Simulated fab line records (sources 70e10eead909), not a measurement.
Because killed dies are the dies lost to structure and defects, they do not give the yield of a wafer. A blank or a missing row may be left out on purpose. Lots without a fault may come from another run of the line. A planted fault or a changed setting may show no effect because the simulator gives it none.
Matching of chambers    flow nand harc    NHARC_A_STAIRCASE_DEP_322 on pecvd-04: 3 sister chambers
The step deposits SiO2, target thk 3800 nm. 24 wafers are shown with their chamber, then 12 later ones without.

== EACH WAFER AND ITS CHAMBER ==
wafer   chamber  heater power w (W)
L075.1  2        613
L075.5  1        561
L075.6  2        543
L078.1  1        661
L078.5  1        549
L078.6  0        609
L079.1  0        672
L079.2  2        666
L079.4  0        625
L080.1  0        732
L080.2  2        605
L080.5  1        556
L084.2  1        635
L084.3  0        630
L084.5  0        612
L083.1  0        754
L083.2  2        615
L083.5  1        549
L087.3  2        674
L087.5  0        618
L087.6  2        519
L085.1  1        662
L085.5  0        615
L085.6  1        522

SIGNATURES (averages over the wafers above)
reading         chamber 0  chamber 1  chamber 2  scatter within a chamber
heater power w  651.89     586.88     605.00     56.2
Rule: for each reading, subtract the chamber's mean from the wafer's reading, divide by that reading's scatter and square the result; add these up over the readings and take the root, which gives the wafer's distance from the chamber. The wafer belongs to the nearest chamber; if the next one is less than 2 further off, it can't be placed. The scatter is the square root of a quotient: the sum, over the shown wafers, of each reading's squared deviation from its chamber's mean, divided by wafers minus chambers.

== WAFERS WITHOUT THEIR CHAMBER ==
wafer   heater power w (W)
L088.1  750
L088.2  618
L088.4  567
L094.1  743
L094.3  690
L094.4  532
L095.1  755
L095.2  643
L095.3  589
L097.1  768
L097.3  639
L097.5  551

== THE CHAMBER EACH PASSED THROUGH ==
wafer   from the rows above           in truth
L088.1  can't be placed: 0 or 2 or 1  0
L088.2  can't be placed: 2 or 1 or 0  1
L088.4  can't be placed: 1 or 2 or 0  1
L094.1  can't be placed: 0 or 2 or 1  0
L094.3  can't be placed: 0 or 2 or 1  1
L094.4  can't be placed: 1 or 2 or 0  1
L095.1  can't be placed: 0 or 2 or 1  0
L095.2  can't be placed: 0 or 2 or 1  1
L095.3  can't be placed: 1 or 2 or 0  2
L097.1  can't be placed: 0 or 2 or 1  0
L097.3  can't be placed: 0 or 2 or 1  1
L097.5  can't be placed: 1 or 2 or 0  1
Correct placement for 0 of the 12. Not placeable from these rows: 12 (in 12, the candidates include the true chamber). Placed wrongly: 0.
